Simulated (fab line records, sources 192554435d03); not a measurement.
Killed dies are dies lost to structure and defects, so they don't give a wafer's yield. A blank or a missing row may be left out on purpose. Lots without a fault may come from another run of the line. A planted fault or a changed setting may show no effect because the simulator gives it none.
Split-lot experiment | flow n5_finfet | 7 lots, 21 wafers read, on a route of 1938 steps

THE SPLIT
At N5_BEOL_M9_COAT_22 (resist thk 30 nm), the setting spin_rpm was moved away from the recipe's 1500 rpm on 3 of the 21 wafers read, by -9.1%. The other wafers ran this setting at the recipe's value.

FROM THE SPLIT TO THE READING: what the file shows between them, 3 steps
- N5_BEOL_M9_EBR_24
- N5_BEOL_M9_SOFTBAKE_23: time 60 s
- N5_BEOL_M9_DESCUM_33: chemistry O2, time 7 s

THE READING
CAR-EUV_of_BEOL_M9_COAT_22.thk_nm (the simulator's own value, which no gauge read), in nm, at N5_BEOL_M9_ETCH_76 (etches underlayer in N2/H2, target depth 6.5 nm, time 5.2 s). The file gives no usual value for it. The 18 wafers here that ran the recipe average 20.4 nm, standard deviation 0.1 nm.

wafer  | tool, chamber at the split | spin_rpm as run, rpm | against the recipe | CAR-EUV_of_BEOL_M9_COAT_22.thk_nm, nm | against lot-mates on the recipe
L075.1 | litho_track-02, 0          | 1500                 | recipe             | 20.6                                  | -
L075.4 | litho_track-02, 0          | 1500                 | recipe             | 20.4                                  | -
L075.5 | litho_track-02, 0          | 1500                 | recipe             | 20.4                                  | -
L083.2 | litho_track-02, 0          | 1363                 | -9.1%              | 21.6                                  | no lot-mate on the recipe
L083.4 | litho_track-02, 0          | 1363                 | -9.1%              | 21.6                                  | no lot-mate on the recipe
L083.6 | litho_track-02, 0          | 1363                 | -9.1%              | 21.8                                  | no lot-mate on the recipe
L082.1 | litho_track-02, 0          | 1500                 | recipe             | 20.6                                  | -
L082.4 | litho_track-02, 0          | 1500                 | recipe             | 20.4                                  | -
L082.5 | litho_track-02, 0          | 1500                 | recipe             | 20.4                                  | -
L090.1 | litho_track-02, 0          | 1500                 | recipe             | 20.4                                  | -
L090.6 | litho_track-02, 0          | 1500                 | recipe             | 20.4                                  | -
L090.3 | litho_track-02, 0          | 1500                 | recipe             | 20.6                                  | -
L096.2 | litho_track-02, 0          | 1500                 | recipe             | 20.4                                  | -
L096.4 | litho_track-02, 0          | 1500                 | recipe             | 20.4                                  | -
L096.6 | litho_track-02, 0          | 1500                 | recipe             | 20.4                                  | -
L094.1 | litho_track-05, 0          | 1500                 | recipe             | 20.4                                  | -
L094.2 | litho_track-05, 0          | 1500                 | recipe             | 20.2                                  | -
L094.6 | litho_track-05, 0          | 1500                 | recipe             | 20.2                                  | -
L092.1 | litho_track-02, 0          | 1500                 | recipe             | 20.4                                  | -
L092.2 | litho_track-02, 0          | 1500                 | recipe             | 20.4                                  | -
L092.4 | litho_track-02, 0          | 1500                 | recipe             | 20.4                                  | -

THE FIT
A straight line over all 21 wafers: CAR-EUV_of_BEOL_M9_COAT_22.thk_nm changes by -0.137 nm for each +1% of spin_rpm; r = -0.97; the points scatter about the line by 0.11 nm.
Too few moved wafers have a lot-mate on the recipe to fit a line with each lot's own level taken away.

THE WHOLE CHAIN: every reading that the file lists as answering this split, in the file's order
step                 | what it does                                                | reading                                                                            | change (the file's fit)               | r (the file's)
N5_BEOL_M9_COAT_22   | resist thk 30 nm                                            | CAR-EUV_of_BEOL_M9_COAT_22.thk_nm (the simulator's own value, which no gauge read) | -0.158 nm for each +1% of the setting | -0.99
N5_BEOL_M9_DESCUM_33 | chemistry O2, time 7 s                                      | CAR-EUV_of_BEOL_M9_COAT_22.thk_nm (the simulator's own value, which no gauge read) | -0.147 nm for each +1% of the setting | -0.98
N5_BEOL_M9_ETCH_76   | etches underlayer in N2/H2, target depth 6.5 nm, time 5.2 s | CAR-EUV_of_BEOL_M9_COAT_22.thk_nm (the simulator's own value, which no gauge read) | -0.137 nm for each +1% of the setting | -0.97

THE FILE'S OWN FIT
CAR-EUV_of_BEOL_M9_COAT_22.thk_nm changes by -0.137 nm for each +1% of spin_rpm, r = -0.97.
